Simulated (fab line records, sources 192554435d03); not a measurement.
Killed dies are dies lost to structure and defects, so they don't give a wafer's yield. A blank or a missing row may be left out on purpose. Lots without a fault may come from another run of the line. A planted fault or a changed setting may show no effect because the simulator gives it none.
Split-lot experiment | flow n5_finfet | 7 lots, 21 wafers read, on a route of 1938 steps

THE SPLIT
At N5_PASSIVATION_VIA_ETCH_13 (etches SiO2 in CHF3/O2, target depth 660 nm, time 330 s), the setting bias_w was moved away from the recipe's 170 W on 6 of the 21 wafers read, by -8.2% to +16.0%. The other wafers ran this setting at the recipe's value.

The reading is taken at the split's own step.

THE READING
rf_vpp_V, in V, at N5_PASSIVATION_VIA_ETCH_13 (etches SiO2 in CHF3/O2, target depth 660 nm, time 330 s). Fault-free wafers of this fab line usually give 525 V, standard deviation 9.3 V.

wafer  | tool, chamber at the split | bias_w as run, W | against the recipe | rf_vpp_V, V | against lot-mates on the recipe
L075.1 | rie_diel-06, 2             | 170              | recipe             | 515         | -
L075.3 | rie_diel-06, 0             | 170              | recipe             | 516         | -
L075.5 | rie_diel-06, 2             | 184.8            | +8.7%              | 551         | +36
L082.1 | rie_diel-05, 2             | 170              | recipe             | 542         | -
L082.2 | rie_diel-05, 1             | 170              | recipe             | 517         | -
L082.6 | rie_diel-05, 2             | 170              | recipe             | 543         | -
L083.1 | rie_diel-05, 3             | 170              | recipe             | 538         | -
L083.3 | rie_diel-05, 1             | 170              | recipe             | 518         | -
L083.4 | rie_diel-05, 0             | 170              | recipe             | 523         | -
L087.1 | rie_diel-06, 2             | 156              | -8.2%              | 480         | -35
L087.2 | rie_diel-06, 1             | 156              | -8.2%              | 483         | -32
L087.4 | rie_diel-06, 0             | 170              | recipe             | 515         | -
L093.3 | rie_diel-06, 2             | 170              | recipe             | 514         | -
L093.5 | rie_diel-06, 0             | 170              | recipe             | 514         | -
L093.6 | rie_diel-06, 1             | 197.2            | +16.0%             | 584         | +70
L095.2 | rie_diel-05, 2             | 170              | recipe             | 542         | -
L095.4 | rie_diel-05, 0             | 170              | recipe             | 522         | -
L095.6 | rie_diel-05, 1             | 170              | recipe             | 518         | -
L096.1 | rie_diel-05, 1             | 177.9            | +4.6%              | 536         | +12
L096.3 | rie_diel-05, 0             | 170              | recipe             | 524         | -
L096.6 | rie_diel-05, 1             | 177.9            | +4.6%              | 535         | +11

THE FIT
A straight line over all 21 wafers: rf_vpp_V changes by +3.99 V for each +1% of bias_w; r = +0.89; the points scatter about the line by 10 V.
The same after taking each lot's own level away (the mean of its wafers on the recipe; 21 wafers): +4.11 V for each +1%; r = +0.94; scatter 7.7 V.
On that fit, the largest move of bias_w shifts the reading by 66 V.
The lots' own levels span 514.0 to 534.0 V, that is 2.2 times the standard deviation above.
So the lot-to-lot level changes the slope little: the two slopes agree.
Check: with one of the wafers moved furthest among these (+16.0%) left out of the fit, the line predicts +60.2 V for it against its lot-mates. It came out at +70 V against them.
Tool readings at the split's step, against how far the setting was moved: rf_vpp_V r = +0.89.

OTHER SPLITS ON THESE WAFERS
These wafers also went through other splits before the reading. Each is held against what the fit with the lots' levels taken away leaves over:
other split on the same wafers     | wafers away from the commonest value | r with rf_vpp_V (lot level and that fit taken away)
N5_MIM_BOT_SPUTTER_00 time_s       | 7                                    | +0.12
N5_MIM_TOP_LITHO_EXPOSE_05 dose_mj | 8                                    | -0.08

THE FILE'S OWN FIT
rf_vpp_V changes by +4.16 V for each +1% of bias_w, r = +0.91.
